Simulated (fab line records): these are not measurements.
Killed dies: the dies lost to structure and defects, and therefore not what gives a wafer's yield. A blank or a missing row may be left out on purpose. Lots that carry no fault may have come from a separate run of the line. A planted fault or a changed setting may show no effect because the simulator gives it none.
fab line records | flow n5-finfet
record: lots: 7 wafers: 21 last-day: 17
route steps=1938 shown WELL_APT@46 PMOS_HMC_CHANNEL_EPI@57 BEOL_M4@1111 PASSIVATION@1936
lots that met no fault: from a run of the same line without faults
start-h: the number of hours between the record's first day and the start of the first shown wafer of the lot | wait-h: time in hours since the lot's previous step | " identical to the entry in the row above | L1.1+2: a row that stands for several wafers | - no value, or no start given | * or withheld: withheld | < > ~ a bound
route shown NAME@n: names a module that has steps shown in the file, with the first one's number in the route | usual: mean/standard deviation taken from wafers without a fault | same: alike in all rows | chamber/n: place in a boat | sites: readings site by site | _std_site: the values' standard deviation | _edge_site: mean of outer sites minus mean of inner sites | radius-mm: for every site, how far away it sits from the centre of the wafer | mask NAME#n: copy n | behind: the most recent tool/chamber to have shaped the wafer | hold: reason for holding the lot/hours on hold/outcome of the hold | device: whichever transistor did not switch (one of n, p or np) | end of line: the route-end tests of the same wafers | for a step that has no rows: nothing shown but its recipe | killed: the dies lost at the first sort to structure and to defects; this is not the yield of the wafer | map: a wafer's dies, x killed, . not, _ none there
set.NAME: setting as actually run; set.NAME@STEP: the setting as run at that earlier step | model.NAME: the simulator's own value behind a step, which no gauge read
certain route steps with their lots: each step a table, each wafer a row
services: the hour from which a tool's chamber was out of use, counted from the record's first day as start-h (under 0 if before that day), plus the number of hours and why
== steps ==
step: N5_WELL_APT_DESCUM_30
recipe: chemistry: O2 time-s: 7.9 source-power-w: 50 bias-power-w: 20 pressure-mtorr: 20 rf-frequency-hz: 2.712e+07 temp-c: 40 o2-flow-sccm: 225
usual: drypump-motor-current-A: 5.5/0.49 oes-product-au: 0.79/0.067 rf-vpp-V: 243.4/1.6 showerhead-plenum-p-Torr: 2.12/0.072 throttle-valve-pct: 20.49/0.22
columns lot.wafer tool chamber start-h wait-h drypump-motor-current-A oes-product-au rf-hours-counter-h rf-vpp-V showerhead-plenum-p-Torr throttle-valve-pct
L551.1 rie-diel-03 1 51.16 0.0 4.8 0.86 52 241.9 2.05 20.05
L551.5 " 1 " " 4.8 0.85 - 243.2 2.05 20.05
L551.6 " 0 " " 6.3 0.73 - 244.6 2.18 20.64
L552.1 rie-diel-01 2 56.80 0.0 5.1 0.83 66 246.0 2.21 20.62
L552.3 " 0 " " 5.6 0.76 168 243.6 2.09 20.58
L552.6 " 2 " " 5.1 0.84 - 246.4 2.21 20.63
L561.1 rie-diel-01 1 111.03 0.0 5.8 0.69 239 241.7 2.06 20.59
L561.5 " 0 " " 5.6 0.75 - 241.9 2.08 20.61
L561.6 " 3 " " 6.5 0.90 - 245.1 2.23 20.16
L562.1 rie-diel-03 0 117.21 0.0 6.2 0.71 202 245.0 2.17 20.69
L562.2 " 1 " " 4.8 0.83 76 241.2 2.04 20.08
L562.5 " 1 " " 4.8 0.82 - 242.2 2.04 20.06
L563.3 rie-diel-01 0 123.37 0.0 5.6 0.73 192 241.6 2.08 20.63
L563.4 " 3 " " 6.5 0.89 30 246.0 2.23 20.14
L563.6 " 2 " " 5.2 0.80 - 245.9 2.20 20.68
L566.2 rie-diel-06 1 141.03 0.0 5.3 0.82 90 244.4 2.14 20.55
L566.3 " 0 " " 5.0 0.74 180 244.3 2.16 20.61
L566.6 " 1 " " 5.3 0.81 - 242.4 2.14 20.53
L567.3 rie-diel-01 3 147.28 0.0 6.5 0.87 37 244.5 2.23 20.14
L567.4 " 0 " " 5.6 0.74 - 241.4 2.07 20.63
L567.5 " 3 " " 6.5 0.87 - 246.2 2.23 20.16
step: N5_WELL_APT_IMPLANT_31
recipe: species: B energy-kev: 60 dose-cm2: 1.5e+13 tilt-deg: 0 rotation-deg: 0
step: N5_WELL_APT_IMPLANT_32
recipe: species: BF2 energy-kev: 50 dose-cm2: 2e+13 tilt-deg: 0 rotation-deg: 0
step: N5_WELL_APT_STRIP_33
recipe: chemistry: SPM time-s: 900 temp-c: 130 h2so4-h2o2-vol-ratio: 4 dry: ipa-marangoni
step: N5_WELL_APT_RTA_34
recipe: temp-c: 1000 time-s: 10 ambient: N2 idle-temp-c: 600 ramp-up-c-per-s: 150 ramp-down-c-per-s: 60 cool-to-c: 600
usual: lamp-power-pct: 13.00/0.055 lamp_zone_1_pct: 12.992/0.025 lamp_zone_2_pct: 12.996/0.025 lamp_zone_5_pct: 12.995/0.029 wafer_temp_C_max: 1003.5/0.99
columns lot.wafer tool chamber start-h wait-h lamp-power-pct lamp_zone_1_pct lamp_zone_2_pct lamp_zone_5_pct wafer_temp_C_max
L551.1 rtp-anneal-02 0 52.00 0.0 12.92 12.990 12.983 12.968 1000.9
L551.5 " 0 " " 12.93 12.961 12.967 13.018 1004.1
L551.6 " 0 " " 13.01 13.023 12.946 13.039 1002.9
L552.1 rtp-anneal-02 0 57.58 0.0 13.00 12.947 12.954 12.966 1002.7
L552.3 " 0 " " 12.95 12.971 13.000 12.957 1003.0
L552.6 " 0 " " 12.94 13.010 13.029 13.016 1004.0
L561.1 rtp-anneal-01 0 111.81 0.0 13.09 12.965 13.044 12.941 1003.8
L561.5 " 0 " " 12.95 13.026 12.994 12.981 1003.8
L561.6 " 0 " " 12.96 13.014 12.944 13.004 1003.3
L562.1 rtp-anneal-01 0 118.09 0.1 13.02 12.993 13.000 13.005 1004.5
L562.2 " 0 " " 13.08 12.979 12.973 12.979 1003.8
L562.5 " 0 " " 12.93 13.018 12.993 12.992 1005.4
L563.3 rtp-anneal-02 0 124.17 0.1 13.00 13.024 13.001 12.981 1003.8
L563.4 " 0 " " 13.00 12.972 12.998 12.981 1003.0
L563.6 " 0 " " 12.98 12.964 13.028 12.991 1003.1
L566.2 rtp-anneal-01 0 141.83 0.0 12.94 13.004 12.981 13.005 1004.9
L566.3 " 0 " " 13.02 12.996 12.979 12.994 1003.3
L566.6 " 0 " " 13.05 13.001 13.004 12.994 1003.8
L567.3 rtp-anneal-02 0 148.08 0.1 13.09 12.955 12.980 13.051 1006.0
L567.4 " 0 " " 12.88 12.966 13.015 12.966 1003.8
L567.5 " 0 " " 12.99 12.974 13.006 12.988 1003.7
step: N5_WELL_APT_OXIDE_STRIP_42
recipe: chemistry: dHF dilution: 25:1 time-s: 45 temp-c: 25 target: SiO2 target-depth-a: 120
step: N5_WELL_APT_PRECLEAN_36
recipe: chemistry: O3/DIW time-s: 45 temp-c: 22 o3-ppm: 10
step: N5_WELL_APT_PRECLEAN_39
recipe: chemistry: dHF time-s: 60 dilution: 150:1 temp-c: 25
step: N5_WELL_APT_SRD_37
recipe: dry: ipa-marangoni do-ppb: 5 time-s: 30 temp-c: 23 rinse-liquid: diw
step: N5_WELL_APT_EPI_41
recipe: material: Si target-thk-a: 500 temp-c: 650 precursor: SiH4/H2 pressure-torr: 20 time-s: 297.7
usual: throttle-valve-pct: 11.32/0.17
columns lot.wafer tool chamber start-h wait-h throttle-valve-pct
L551.1 epi-rpcvd-01 0 52.24 0.0 11.41
L551.5 " 0 " " 11.50
L551.6 " 0 " " 11.45
L552.1 epi-rpcvd-01 0 57.82 0.0 11.56
L552.3 " 0 " " 11.21
L552.6 " 0 " " 11.40
L561.1 epi-rpcvd-04 0 112.05 0.0 11.26
L561.5 " 0 " " 11.21
L561.6 " 0 " " 10.93
L562.1 epi-rpcvd-03 0 118.33 0.0 11.33
L562.2 " 0 " " 11.63
L562.5 " 0 " " 11.47
L563.3 epi-rpcvd-04 0 124.63 0.3 11.06
L563.4 " 0 " " 11.17
L563.6 " 0 " " 11.10
L566.2 epi-rpcvd-03 0 142.14 0.1 11.35
L566.3 " 0 " " 11.52
L566.6 " 0 " " 11.55
L567.3 epi-rpcvd-04 0 148.55 0.3 11.17
L567.4 " 0 " " 11.16
L567.5 " 0 " " 11.25
step: N5_WELL_APT_INSPECT_38
recipe: inspect-instrument: darkfield mode: post-epi
usual: raw-defect-count: 13/4.2
columns lot.wafer tool chamber start-h wait-h raw-defect-count
L551.1 defect-inspect-01 - 53.07 0.7 9
L551.5 " - " " 9
L551.6 " - " " 4
L552.1 defect-inspect-01 - 58.92 0.9 11
L552.3 " - " " 19
L552.6 " - " " 13
L561.1 defect-inspect-02 - 112.89 0.7 15
L561.5 " - " " 15
L561.6 " - " " 16
L562.1 defect-inspect-02 - 118.96 0.5 17
L562.2 " - " " 12
L562.5 " - " " 13
L563.3 defect-inspect-02 - 125.20 0.4 15
L563.4 " - " " 9
L563.6 " - " " 7
L566.2 defect-inspect-02 - 142.68 0.4 19
L566.3 " - " " 18
L566.6 " - " " 23
L567.3 defect-inspect-01 - 149.12 0.4 10
L567.4 " - " " 7
L567.5 " - " " 9
step: N5_PMOS_HMC_CHANNEL_EPI_HM_DEP_34
recipe: material: SiO2 target-thk-a: 360 temp-c: 400 precursor: TEOS/O2 pressure-torr: 6.5 rf-w: 900 teos-flow-sccm: 161.4 gas: O2 flow-sccm: 2650 time-s: 6.9
usual: heater-power-w: 508/66 showerhead-plenum-p-Torr: 8.35/0.031 throttle-valve-pct: 18.6/0.71
columns lot.wafer tool chamber start-h wait-h heater-power-w showerhead-plenum-p-Torr throttle-valve-pct
L551.1 pecvd-03 1 53.11 0.0 477 8.41 18.7
L551.5 " 1 " " 473 8.38 18.6
L551.6 " 2 " " 552 8.38 17.9
L552.1 pecvd-03 1 58.96 0.0 509 8.38 18.5
L552.3 " 2 " " 461 8.36 17.8
L552.6 " 2 " " 462 8.37 17.8
L561.1 pecvd-02 1 112.92 0.0 464 8.40 18.3
L561.5 " 0 " " 713 8.34 19.1
L561.6 " 2 " " 503 8.30 16.8
L562.1 pecvd-02 2 119.00 0.0 508 8.31 17.0
L562.2 " 0 " " 574 8.32 19.2
L562.5 " 2 " " 493 8.31 17.0
L563.3 pecvd-02 1 125.24 0.0 398 8.40 18.4
L563.4 " 0 " " 671 8.33 19.1
L563.6 " 1 " " 384 8.39 18.5
L566.2 pecvd-04 0 142.72 0.0 472 8.32 18.5
L566.3 " 2 " " 485 8.33 19.7
L566.6 " 0 " " 481 8.36 18.6
L567.3 pecvd-04 2 149.15 0.0 472 8.34 20.0
L567.4 " 0 " " 402 8.31 18.5
L567.5 " 1 " " 596 8.32 19.2
step: N5_PMOS_HMC_CHANNEL_EPI_COAT_31
recipe: resist: BARC temp-c: 205 time-s: 60 spin-rpm: 1500 resist-thk-nm: 66
usual: heater-power-total-W: 391.8/1.2 plate-temp-C: 204.97/0.16 spin-speed-rpm: 1500.0/1
columns lot.wafer tool chamber start-h wait-h heater-power-total-W plate-temp-C spin-speed-rpm
L551.1 litho-track-05 0 53.17 0.0 391.4 204.99 1499.1
L551.5 " 0 " " 391.9 205.08 1499.2
L551.6 " 0 " " 392.0 204.75 1499.5
L552.1 litho-track-01 0 59.01 0.0 390.1 205.15 1501.5
L552.3 " 0 " " 391.9 205.10 1500.6
L552.6 " 0 " " 391.5 205.02 1500.0
L561.1 litho-track-05 0 112.98 0.0 411.2 214.27 1499.3
L561.5 " 0 " " 413.5 214.21 1499.5
L561.6 " 0 " " 413.3 214.42 1501.6
L562.1 litho-track-05 0 119.06 0.0 416.0 214.44 1500.5
L562.2 " 0 " " 417.0 214.38 1500.0
L562.5 " 0 " " 411.5 214.52 1499.4
L563.3 litho-track-05 0 125.29 0.0 416.1 214.25 1499.9
L563.4 " 0 " " 416.7 214.28 1499.7
L563.6 " 0 " " 417.3 214.57 1501.4
L566.2 litho-track-03 0 142.77 0.0 392.9 204.91 1499.6
L566.3 " 0 " " 392.2 204.90 1499.9
L566.6 " 0 " " 393.0 205.23 1499.9
L567.3 litho-track-03 0 149.21 0.0 393.2 205.02 1500.5
L567.4 " 0 " " 392.7 204.71 1500.4
L567.5 " 0 " " 393.9 204.96 1498.5
step: N5_PMOS_HMC_CHANNEL_EPI_COAT_03
recipe: resist: CAR-ArF-block spin-rpm: 1500 resist-thk-nm: 205
step: N5_BEOL_M4_RC_MEAS_101
usual: DIBL_N: 36.3/1.7 DIBL_P: 36.5/1.8 IOFF_N: 0.16/0.033 IOFF_P: 0.21/0.037 ION_N: 675/11 ION_P: 462/7.9 SS_N: 71.6/0.64 SS_P: 73.3/0.68 VT_N: 249/3.3 VT_P: -250/3.3
columns lot.wafer tool chamber start-h wait-h DIBL_N[mV/V] DIBL_P[mV/V] IOFF_N[nA/um] IOFF_P[nA/um] ION_N[uA/um] ION_P[uA/um] SS_N[mV/dec] SS_P[mV/dec] VT_N[mV] VT_P[mV]
L552.1 prober-02 0 198.02 0.0 37.5 37.3 0.17 0.25 683 467 72.0 73.1 247 -247
L552.3 " 0 " " 37.4 38.3 0.16 0.25 670 460 71.1 73.2 253 -246
L552.6 " 0 " " 37.6 38.0 0.17 0.25 681 471 71.4 73.1 248 -248
L551.1 prober-01 0 202.13 0.0 36.6 38.1 0.19 0.25 701 478 72.2 74.2 244 -247
L551.5 " 0 " " 38.7 40.4 0.23 0.30 704 477 71.8 73.9 241 -246
L551.6 " 0 " " 35.0 35.7 0.15 0.20 672 461 71.6 73.2 248 -252
L561.1 prober-02 0 258.55 0.0 38.2 36.6 0.16 0.17 658 441 72.6 73.6 252 -257
L561.5 " 0 " " 37.6 36.9 0.15 0.18 673 458 71.5 73.1 252 -254
L561.6 " 0 " " 36.9 35.5 0.14 0.17 658 450 71.8 74.0 252 -255
L562.1 prober-02 0 263.85 0.0 35.2 34.5 0.14 0.21 676 470 70.9 72.4 250 -245
L562.2 " 0 " " 36.5 35.0 0.15 0.20 672 463 71.0 72.6 251 -248
L562.5 " 0 " " 38.1 37.3 0.19 0.26 682 471 72.0 73.8 247 -246
L563.3 prober-02 0 270.60 0.3 35.3 37.0 0.18 0.20 682 466 71.7 73.1 244 -251
L563.4 " 0 " " 37.3 39.7 0.21 0.24 679 456 71.7 73.4 247 -249
L563.6 " 0 " " 36.0 37.4 0.18 0.21 665 454 71.7 74.5 246 -249
L566.2 prober-02 0 291.79 0.2 37.9 38.5 0.21 0.22 690 462 72.2 73.7 245 -251
L566.3 " 0 " " 35.1 35.3 0.16 0.20 684 465 71.2 73.2 247 -254
L566.6 " 0 " " 39.6 40.9 0.26 0.30 693 471 72.1 75.5 242 -247
L567.3 prober-02 0 298.49 0.3 40.3 39.9 0.24 0.24 693 461 73.0 74.6 246 -254
L567.4 " 0 " " 40.2 39.7 0.24 0.24 703 466 72.2 74.6 243 -249
L567.5 " 0 " " 36.1 35.1 0.14 0.17 676 458 71.3 72.9 251 -250
step: N5_PASSIVATION_PROBE_49
usual: defect-limited-yield: 91.3/1.5 killed_at_M0_to_M3: 34/9.4 killed_at_M4_up: 13/5.3 killed-at-contacts: 13/5.7 killed-at-front-end: 40/10 killed-at-other: 3.7/2.8 killed-dies: 103/17 killed-open: 67/13 killed-short: 35/8.5 sort_bin_4_leakage: 0.00/0.016 sort_bin_5_function: 5.0/0.98 sort_bin_6_memory: 3.3/0.7 sort_bin_8_speed: 0.00/0.007 sort-n-pass: 1077/17 sort-yield-pct: 91.3/1.5
same: gross-dies: 1180 killed-at-back-side: 0
columns lot.wafer tool chamber start-h wait-h defect-limited-yield[%] killed_at_M0_to_M3 killed_at_M4_up killed-at-contacts killed-at-front-end killed-at-other killed-dies killed-open killed-short sort_bin_4_leakage[%] sort_bin_5_function[%] sort_bin_6_memory[%] sort_bin_8_speed[%] sort-n-pass sort-yield-pct[%]
L552.1 prober-02 - 303.54 0.0 90.8 35 25 5 41 3 109 75 34 0 5.8 3.1 0 1071 90.8
L552.3 prober-02 - 303.64 0.1 88.6 53 12 5 62 3 135 89 46 0 6.1 4.9 0 1045 88.6
L552.6 prober-02 - 303.79 0.3 89.1 57 12 4 52 4 129 83 44 0 6.1 4.2 0 1051 89.1
L551.1 prober-01 - 307.59 0.0 92.8 26 13 12 31 3 85 45 39 0 3.2 3.1 0 1095 92.8
L551.5 prober-01 - 307.79 0.2 92.6 24 26 11 24 2 87 61 26 0 4.7 2.5 0 1093 92.6
L551.6 prober-01 - 307.84 0.3 91.5 33 6 16 43 2 100 65 32 0 5.3 3.1 0 1080 91.5
L562.1 prober-02 - 365.34 0.0 92.0 31 12 13 33 5 94 70 24 0 3.9 3.7 0 1086 92.0
L562.2 prober-02 - 365.39 0.1 90.0 38 17 11 46 6 118 73 37 0 5.6 3.3 0 1062 90.0
L562.5 prober-02 - 365.54 0.2 92.8 29 15 14 23 4 85 60 25 0 4.2 2.7 0 1095 92.8
L561.1 prober-02 - 370.08 0.2 91.4 32 23 17 24 5 101 75 26 0 5.2 3.2 0.08 1078 91.4
L561.5 prober-02 - 370.28 0.4 91.9 25 18 6 37 10 96 54 34 0 4.4 3.1 0 1084 91.9
L561.6 prober-02 - 370.33 0.4 93.6 28 14 3 29 2 76 51 25 0 4.2 2.3 0 1104 93.6
L563.3 prober-02 - 374.75 0.1 92.1 25 12 12 41 3 93 63 29 0 4.2 3.6 0 1087 92.1
L563.4 prober-02 - 374.80 0.2 92.2 33 10 10 37 2 92 61 27 0 4.2 2.9 0 1088 92.2
L563.6 prober-02 - 374.90 0.3 92.6 30 17 9 30 1 87 54 33 0 4.6 2.6 0 1093 92.6
L567.3 prober-01 - 392.99 0.1 92.6 22 1 10 43 11 87 63 24 0 4.4 3.0 0 1093 92.6
L567.4 prober-01 - 393.04 0.2 91.4 41 12 15 30 4 102 66 36 0 4.7 3.4 0 1078 91.4
L567.5 prober-01 - 393.09 0.2 90.0 50 14 11 32 11 118 82 36 0 5.3 4.4 0 1062 90.0
L566.2 prober-01 - 397.56 0.1 91.6 40 7 17 33 2 99 62 37 0 4.3 3.6 0 1081 91.6
L566.3 prober-01 - 397.61 0.1 91.0 32 11 9 50 4 106 71 32 0 6.1 2.7 0 1074 91.0
L566.6 prober-01 - 397.76 0.3 91.6 41 11 12 34 1 99 61 38 0.08 5.6 2.5 0 1080 91.5
killed by level:class
L552.1 STI_FIN_REVEAL:geometric-particle:open=14 BEOL_M4:geometric-particle:open=13 BEOL_M0_SAQP:geometric-particle:open=10 BEOL_M0_SAQP:geometric-particle:short=8 BEOL_M3:geometric-particle:open=7 GATE_CUT:geometric-particle:open=6 BEOL_M2:geometric-particle:open=5 FIN_SAQP:geometric-particle:short=4
L552.3 BEOL_M0_SAQP:geometric-particle:short=14 BEOL_M1:geometric-particle:open=14 BEOL_M0_SAQP:geometric-particle:open=13 FIN_SAQP:geometric-particle:open=11 DUMMY_GATE:geometric-particle:open=8 BEOL_M2:geometric-particle:open=8 GATE_CUT:geometric-particle:short=7 FIN_SAQP:geometric-particle:short=6
L552.6 BEOL_M0_SAQP:geometric-particle:open=18 BEOL_M0_SAQP:geometric-particle:short=13 STI_FIN_REVEAL:geometric-particle:open=13 BEOL_M3:geometric-particle:open=11 DUMMY_GATE:geometric-particle:open=6 GATE_CUT:geometric-particle:short=6 BEOL_M1:geometric-particle:open=6 BEOL_M4:geometric-particle:open=6
L551.1 FIN_SAQP:geometric-particle:short=10 MOL_CONTACT_COAG:geometric-particle:open=8 BEOL_M2:geometric-particle:open=7 BEOL_M1:geometric-particle:short=6 BEOL_M1:geometric-particle:open=5 GATE_CUT:geometric-particle:short=5 BEOL_M0_SAQP:geometric-particle:short=5 FIN_SAQP:geometric-particle:open=4
L551.5 MOL_CONTACT_COAG:geometric-particle:open=10 BEOL_M1:geometric-particle:open=7 BEOL_M4:geometric-particle:open=7 FIN_SAQP:geometric-particle:short=6 BEOL_M0_SAQP:geometric-particle:open=6 BEOL_M2:geometric-particle:open=6 BEOL_M6:geometric-particle:open=6 STI_FIN_REVEAL:geometric-particle:open=5
L551.6 BEOL_M2:geometric-particle:open=12 FIN_SAQP:geometric-particle:short=11 MOL_CONTACT_COAG:geometric-particle:open=11 FIN_SAQP:geometric-particle:open=10 STI_FIN_REVEAL:geometric-particle:open=10 BEOL_M1:geometric-particle:open=7 MOL_CONTACT_COAG:geometric-particle:short=5 BEOL_M0_SAQP:geometric-particle:short=5
L562.1 MOL_CONTACT_COAG:geometric-particle:open=12 FIN_SAQP:geometric-particle:open=9 FIN_SAQP:geometric-particle:short=8 BEOL_M3:geometric-particle:open=8 BEOL_M2:geometric-particle:open=7 BEOL_M4:geometric-particle:open=7 STI_FIN_REVEAL:geometric-particle:open=6 BEOL_M0:geometric-particle:open=5
L562.2 BEOL_M2:geometric-particle:open=11 MOL_CONTACT_COAG:geometric-particle:open=9 BEOL_M3:geometric-particle:open=8 HKMG_FIN:area-etch=8 GATE_CUT:geometric-particle:short=7 GATE_CUT:geometric-particle:open=7 BEOL_M4:geometric-particle:open=7 FIN_SAQP:geometric-particle:open=6
L562.5 MOL_CONTACT_COAG:geometric-particle:open=12 BEOL_M0_SAQP:geometric-particle:open=6 STI_FIN_REVEAL:geometric-particle:open=5 DUMMY_GATE:geometric-particle:open=5 BEOL_M1:geometric-particle:open=5 BEOL_M2:geometric-particle:open=4 BEOL_M0_SAQP:geometric-particle:short=3 BEOL_M0:geometric-particle:open=3
L561.1 BEOL_M4:geometric-particle:open=17 MOL_CONTACT_COAG:geometric-particle:open=15 BEOL_M0_SAQP:geometric-particle:open=9 BEOL_M2:geometric-particle:open=8 FIN_SAQP:geometric-particle:open=7 STI_FIN_REVEAL:geometric-particle:open=6 FIN_SAQP:geometric-particle:short=4 BEOL_M3:geometric-particle:short=4
L561.5 BEOL_M0_SAQP:geometric-particle:open=9 BEOL_M3:geometric-particle:open=7 BEOL_M4:geometric-particle:open=6 HKMG_FIN:area-etch=6 FIN_SAQP:geometric-particle:short=5 STI_FIN_REVEAL:geometric-particle:short=4 MOL_CONTACT_COAG:geometric-particle:open=4 BEOL_M5:geometric-particle:open=4
L561.6 FIN_SAQP:geometric-particle:open=10 BEOL_M0_SAQP:geometric-particle:open=7 BEOL_M4:geometric-particle:open=7 BEOL_M0_SAQP:geometric-particle:short=6 STI_FIN_REVEAL:geometric-particle:open=4 STARTING-WAFER:geometric-particle:short=4 DUMMY_GATE:geometric-particle:open=3 MOL_CONTACT_COAG:geometric-particle:open=3
L563.3 MOL_CONTACT_COAG:geometric-particle:open=12 BEOL_M3:geometric-particle:open=9 FIN_SAQP:geometric-particle:short=8 STI_FIN_REVEAL:geometric-particle:open=6 GATE_CUT:geometric-particle:short=4 BEOL_M0_SAQP:geometric-particle:short=4 BEOL_M0:geometric-particle:open=4 BEOL_M5:geometric-particle:open=4
L563.4 MOL_CONTACT_COAG:geometric-particle:open=8 BEOL_M0_SAQP:geometric-particle:open=7 DUMMY_GATE:geometric-particle:open=6 FIN_SAQP:geometric-particle:short=5 BEOL_M3:geometric-particle:open=5 BEOL_M5:geometric-particle:open=5 FIN_SAQP:geometric-particle:open=4 STI_FIN_REVEAL:geometric-particle:open=4
L563.6 MOL_CONTACT_COAG:geometric-particle:open=8 FIN_SAQP:geometric-particle:open=7 BEOL_M3:geometric-particle:open=7 BEOL_M0_SAQP:geometric-particle:short=6 GATE_CUT:geometric-particle:short=5 BEOL_M0_SAQP:geometric-particle:open=4 BEOL_M5:geometric-particle:open=4 BEOL_M4:geometric-particle:open=4
L567.3 STI_FIN_REVEAL:geometric-particle:open=14 MOL_CONTACT_COAG:geometric-particle:open=9 BEOL_M3:geometric-particle:open=7 DUMMY_GATE:geometric-particle:open=5 BEOL_M2:geometric-particle:open=5 FIN_SAQP:geometric-particle:open=4 BEOL_M0_SAQP:geometric-particle:open=4 FIN_SAQP:geometric-particle:short=3
L567.4 MOL_CONTACT_COAG:geometric-particle:open=12 BEOL_M0_SAQP:geometric-particle:short=12 BEOL_M1:geometric-particle:open=10 STI_FIN_REVEAL:geometric-particle:open=6 BEOL_M0_SAQP:geometric-particle:open=6 BEOL_M3:geometric-particle:open=6 FIN_SAQP:geometric-particle:open=5 GATE_CUT:geometric-particle:short=4
L567.5 BEOL_M0_SAQP:geometric-particle:open=11 BEOL_M3:geometric-particle:open=10 MOL_CONTACT_COAG:geometric-particle:open=9 BEOL_M0_SAQP:geometric-particle:short=8 BEOL_M2:geometric-particle:open=8 FIN_SAQP:geometric-particle:open=7 BEOL_M1:geometric-particle:open=5 GATE_CUT:geometric-particle:short=4
L566.2 BEOL_M0_SAQP:geometric-particle:open=12 MOL_CONTACT_COAG:geometric-particle:open=11 STI_FIN_REVEAL:geometric-particle:open=9 BEOL_M3:geometric-particle:open=9 BEOL_M0_SAQP:geometric-particle:short=8 FIN_SAQP:geometric-particle:short=7 MOL_CONTACT_COAG:geometric-particle:short=6 FIN_SAQP:geometric-particle:open=4
L566.3 FIN_SAQP:geometric-particle:open=14 BEOL_M0_SAQP:geometric-particle:open=13 MOL_CONTACT_COAG:geometric-particle:open=9 FIN_SAQP:geometric-particle:short=8 STI_FIN_REVEAL:geometric-particle:open=8 BEOL_M0_SAQP:geometric-particle:short=7 ILD0:geometric-particle:short=5 BEOL_M3:geometric-particle:open=5
L566.6 FIN_SAQP:geometric-particle:short=13 FIN_SAQP:geometric-particle:open=10 BEOL_M2:geometric-particle:open=10 MOL_CONTACT_COAG:geometric-particle:open=9 BEOL_M0_SAQP:geometric-particle:short=8 BEOL_M3:geometric-particle:open=8 BEOL_M0_SAQP:geometric-particle:open=6 BEOL_M1:geometric-particle:open=6
== services ==
columns tool chamber start-h hours kind
epi-rpcvd-01 - 49.45 0.6 repair
pecvd-03 1 50.47 2.1 scheduled-down
rie-diel-06 - 54.77 0.3 repair
rie-diel-03 2 54.77 2.2 repair
pecvd-03 - 62.01 2.6 repair
rie-diel-01 3 68.92 12.7 repair
pecvd-04 0 69.27 4.5 repair
litho-track-05 - 76.80 - consumable-replace:filter
epi-rpcvd-01 - 77.65 14.6 pm
litho-track-03 - 81.48 - consumable-replace:filter
rie-diel-06 - 89.79 0.7 repair
rie-diel-03 3 115.55 - clean
rie-diel-03 3 115.55 - consumable-replace:focus-ring
rie-diel-03 3 115.55 23.0 scheduled-down
rie-diel-03 3 115.55 23.0 vent-cycle
pecvd-02 - 136.08 14.6 pm
epi-rpcvd-04 - 139.69 2.5 repair
rie-diel-03 2 140.46 3.9 repair
pecvd-03 - 141.25 0.5 repair
rie-diel-01 1 146.78 - clean
rie-diel-01 1 146.78 - consumable-replace:focus-ring
rie-diel-01 1 146.78 13.0 scheduled-down
rie-diel-01 1 146.78 13.0 vent-cycle
== key ==
first-sign: step: N5_PMOS_HMC_CHANNEL_EPI_COAT_31 reading: plate-temp-C direction: up sigmas: 57 usual: * struck: *
effect: step: N5_PMOS_HMC_CHANNEL_EPI_COAT_31 reading: heater-power-total-W direction: up sigmas: 19 usual: * struck: *
met-at N5_PMOS_HMC_CHANNEL_EPI_COAT_31
struck-wafers L561.1,L561.5,L561.6,L562.1,L562.2,L562.5,L563.3,L563.4,L563.6
onset-between 53.17 112.98
fault: kind: process-parameter-drift tool: litho-track-05 chamber: - onset-h: 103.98 steps: N5_PMOS_HMC_CHANNEL_EPI_COAT_31 channel: temp-c offset: * shape: step end-h: 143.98 acts-in: * stated: *
